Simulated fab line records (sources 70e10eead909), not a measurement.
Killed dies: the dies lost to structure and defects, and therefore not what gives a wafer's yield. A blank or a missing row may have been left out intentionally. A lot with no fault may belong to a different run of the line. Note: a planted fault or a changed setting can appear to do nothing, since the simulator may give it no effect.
Which of the tools did it?    flow nand-harc    24 lots with 72 wafers sampled at 4 steps, on a route of 1159 steps

== WHAT THE GAUGES READ, wafer by wafer ==
NHARC_A_CONTACT_INSPECT_23.
lot   measured      on                 raw-defect-count
L074  day 17 05:43  defect-inspect-02  389 322 363
L075  day 17 14:35  defect-inspect-02  531 814 564
L076  day 17 18:16  defect-inspect-02  302 372 341
L077  day 17 19:06  defect-inspect-02  612 515 447
L078  day 18 22:20  defect-inspect-02  463 411 518
L079  day 18 23:34  defect-inspect-01  403 372 452
L080  day 19 08:58  defect-inspect-02  329 230 298
L082  day 19 11:28  defect-inspect-01  433 388 423
L081  day 19 12:11  defect-inspect-01  401 299 367
L083  day 19 22:40  defect-inspect-01  535 617 1122
L084  day 20 04:24  defect-inspect-01  629 371 476
L087  day 20 09:28  defect-inspect-02  300 441 299
L085  day 20 15:32  defect-inspect-01  348 522 411
L086  day 20 20:00  defect-inspect-01  488 414 244
L088  day 20 22:07  defect-inspect-02  322 349 336
L089  day 20 22:50  defect-inspect-02  446 479 328
L091  day 21 15:32  defect-inspect-01  360 660 374
L090  day 21 19:43  defect-inspect-02  475 428 392
L092  day 22 03:32  defect-inspect-02  453 410 586
L094  day 22 10:18  defect-inspect-01  923 953 666
L096  day 22 13:10  defect-inspect-01  294 262 258
L095  day 22 18:13  defect-inspect-01  602 665 695
L093  day 22 18:16  defect-inspect-02  561 376 506
L097  day 23 11:44  defect-inspect-02  359 376 320

NHARC_A_M0_OVL_MEAS_10: pitch 160 nm.
lot   measured      on          overlay-x-nm (nm)  overlay-y-nm (nm)
L074  day 17 10:25  overlay-02  -1.3 -1.1 -1.4     0.4 -0.3 0.0
L075  day 17 21:35  overlay-01  0.8 0.5 0.4        -0.8 -0.7 -0.3
L076  day 18 00:43  overlay-02  0.4 0.6 0.2        0.2 0.5 0.7
L077  day 18 01:08  overlay-01  -0.4 0.3 -0.1      -1.6 -0.9 -1.1
L078  day 19 07:25  overlay-02  -0.2 0.2 -0.2      0.8 0.7 0.8
L079  day 19 09:02  overlay-02  -2.0 -1.8 -1.7     -2.9 -2.3 -2.0
L080  day 19 14:17  overlay-02  -0.8 -0.8 -0.6     -0.3 -0.7 -0.1
L082  day 19 19:43  overlay-02  0.4 0.3 0.7        -1.4 -1.3 -1.2
L081  day 19 19:53  overlay-01  1.0 1.8 1.7        0.1 0.9 0.2
L083  day 20 05:00  overlay-02  -0.7 -1.1 -1.1     1.9 2.3 1.1
L084  day 20 10:52  overlay-02  -1.6 -1.3 -1.1     0.2 0.7 0.8
L087  day 20 14:10  overlay-02  0.3 0.5 0.0        -0.9 -0.7 -0.4
L085  day 20 20:14  overlay-01  1.0 0.7 0.7        -1.3 -2.0 -1.4
L086  day 21 00:44  overlay-01  -0.6 -0.9 -0.5     -0.5 -0.4 -0.4
L088  day 21 10:57  overlay-01  1.0 0.8 0.9        0.3 0.5 0.3
L089  day 21 11:20  overlay-02  0.1 -0.9 0.1       0.4 0.4 0.1
L091  day 21 22:06  overlay-02  0.0 -0.4 -0.7      0.0 0.3 0.6
L090  day 22 05:02  overlay-01  -1.0 -0.8 -1.0     -0.6 0.4 -0.4
L092  day 22 10:43  overlay-02  1.6 1.7 1.7        0.0 -0.4 -0.4
L094  day 22 18:29  overlay-02  1.0 1.0 1.1        -0.4 0.1 0.4
L096  day 22 19:35  overlay-01  0.3 0.5 0.7        0.4 0.6 0.5
L095  day 23 01:08  overlay-02  -0.1 -0.5 -0.4     0.0 -0.7 -0.3
L093  day 23 01:31  overlay-02  0.3 0.8 0.3        0.5 0.0 0.5
L097  day 23 16:32  overlay-01  0.1 0.3 0.2        -0.1 -0.6 -0.2

== WHICH TOOL RAN EACH LOT (tool, then ch and the chambers of the sampled wafers, then the start) ==
lot   NHARC_A_CONTACT_ETCH_135              NHARC_A_BLC_STRIP_21
L074  har-cap-etch-01 ch 1, day 17 00:25    rie-diel-13 ch 0,1,2, day 17 07:34
L075  har-cap-etch-01 ch 0,1, day 17 06:04  rie-diel-13 ch 0,3, day 17 16:26
L076  har-cap-etch-02 ch 0,1, day 17 08:30  rie-diel-13 ch 2,3, day 17 20:07
L077  har-cap-etch-03 ch 0,1, day 17 10:05  rie-diel-02 ch 0,1,2, day 17 20:58
L078  har-cap-etch-02 ch 0,1, day 18 14:40  rie-diel-02 ch 0,1,2, day 19 00:12
L079  har-cap-etch-01 ch 0,1, day 18 17:51  rie-diel-13 ch 1,2, day 19 02:02
L080  har-cap-etch-03 ch 0,1, day 19 00:21  rie-diel-13 ch 0,1,2, day 19 11:01
L082  har-cap-etch-02 ch 0,1, day 19 01:22  rie-diel-13 ch 1,2, day 19 13:25
L081  har-cap-etch-03 ch 0,1, day 19 04:05  rie-diel-13 ch 0,1,2, day 19 14:06
L083  har-cap-etch-03 ch 0,1, day 19 19:09  rie-diel-02 ch 0,1,2, day 20 00:24
L084  har-cap-etch-03 ch 0,1, day 19 22:46  rie-diel-13 ch 0,2,3, day 20 06:20
L087  har-cap-etch-02 ch 0,1, day 20 03:05  rie-diel-02 ch 0,1,2, day 20 11:19
L085  har-cap-etch-01 ch 1, day 20 11:34    rie-diel-02 ch 0,3, day 20 17:24
L086  har-cap-etch-01 ch 0,1, day 20 15:37  rie-diel-02 ch 1,2, day 20 21:52
L088  har-cap-etch-02 ch 0,1, day 20 18:34  rie-diel-02 ch 0,1,3, day 20 23:59
L089  har-cap-etch-01 ch 0,1, day 20 18:47  rie-diel-02 ch 1,3, day 21 00:36
L091  har-cap-etch-03 ch 0,1, day 21 00:17  rie-diel-02 ch 1,2, day 21 17:15
L090  har-cap-etch-02 ch 0,1, day 21 06:23  rie-diel-02 ch 0,1, day 21 21:35
L092  har-cap-etch-03 ch 0,1, day 21 19:50  rie-diel-13 ch 0,1,3, day 22 05:19
L094  har-cap-etch-03 ch 0,1, day 22 04:38  rie-diel-02 ch 0,1, day 22 12:10
L096  har-cap-etch-02 ch 0, day 22 09:38    rie-diel-13 ch 0,1, day 22 14:59
L095  har-cap-etch-01 ch 0,1, day 22 10:55  rie-diel-13 ch 0,2, day 22 20:19
L093  har-cap-etch-03 ch 0,1, day 22 12:29  rie-diel-02 ch 0,1,3, day 22 20:31
L097  har-cap-etch-02 ch 0,1, day 23 02:32  rie-diel-02 ch 0,2,3, day 23 13:43
- NHARC_A_CONTACT_ETCH_135: etches the open film in C4F8/O2/Ar, time 132 s, target depth 1287 nm.
- NHARC_A_BLC_STRIP_21: strips in O2.

== WHAT THE TOOLS THEMSELVES READ (means of the sampled wafers that have a number; where no wafer has one, the mark that the record gives instead) ==
NHARC_A_BLC_STRIP_21.
lot   tool         drypump-motor-current-A (A)  oes-product-au (a.u.)  rf-vpp-V (V)  showerhead-plenum-p-Torr (Torr)  throttle-valve-pct (%)
L074  rie-diel-13  5.8                          1.001                  58.2          3.46                             17.033
L075  rie-diel-13  5.6                          0.989                  57.5          3.48                             17.037
L076  rie-diel-13  5.7                          1.001                  57.2          3.39                             17.042
L077  rie-diel-02  5.5                          1.001                  56.9          3.47                             17.032
L078  rie-diel-02  5.5                          1.006                  57.8          3.46                             17.039
L079  rie-diel-13  5.7                          1.009                  57.5          3.37                             17.039
L080  rie-diel-13  5.8                          1.016                  57.4          3.45                             17.034
L082  rie-diel-13  5.7                          0.999                  56.9          3.37                             17.037
L081  rie-diel-13  5.8                          1.001                  58.5          3.45                             17.035
L083  rie-diel-02  5.5                          1.004                  57.0          3.46                             17.043
L084  rie-diel-13  5.8                          1.002                  58.0          3.46                             17.036
L087  rie-diel-02  5.5                          0.996                  58.1          3.46                             17.039
L085  rie-diel-02  5.1                          1.005                  57.4          3.61                             17.036
L086  rie-diel-02  5.6                          1.002                  56.7          3.31                             17.043
L088  rie-diel-02  5.4                          1.006                  58.0          3.46                             17.038
L089  rie-diel-02  5.4                          1.004                  56.6          3.31                             17.035
L091  rie-diel-02  5.8                          1.002                  58.4          3.31                             17.041
L090  rie-diel-02  5.7                          1.003                  57.7          3.47                             17.040
L092  rie-diel-13  5.5                          1.007                  58.4          3.46                             17.037
L094  rie-diel-02  5.7                          1.015                  57.3          3.47                             17.036
L096  rie-diel-13  5.9                          1.005                  56.9          3.53                             17.032
L095  rie-diel-13  6.2                          1.003                  57.8          3.52                             17.040
L093  rie-diel-02  5.4                          1.007                  58.2          3.45                             17.045
L097  rie-diel-02  5.2                          0.992                  57.4          3.45                             17.031

== THE ANSWER, worked out from the rows above alone ==
Rule: usual is defined by the lots themselves. Put in order of their means at a reading, lots are off if they are a third of the lots or fewer, leave a main group of 4 or more, and stand apart from it by a gap of 3 or more times the standard deviation of the main group's means; of several such gaps the widest counts. Not used: any main group whose means are identical at the precision the tables above print for the reading. Also off: a lot with no number at a reading for which 4 or more lots have one. Where the step has rows for the other lots, those lots are counted as sound. The gauges are gone through in route order, then the tools' own readings, and for those a lot's mean is taken as printed above. At the first step where some lot is off, the reading lying furthest off is the one used; lots without a number count as furthest.
No lot is off at any reading shown: from this, nothing can be told.

== WHAT HAD BEEN PUT IN BY THE SIMULATOR ==
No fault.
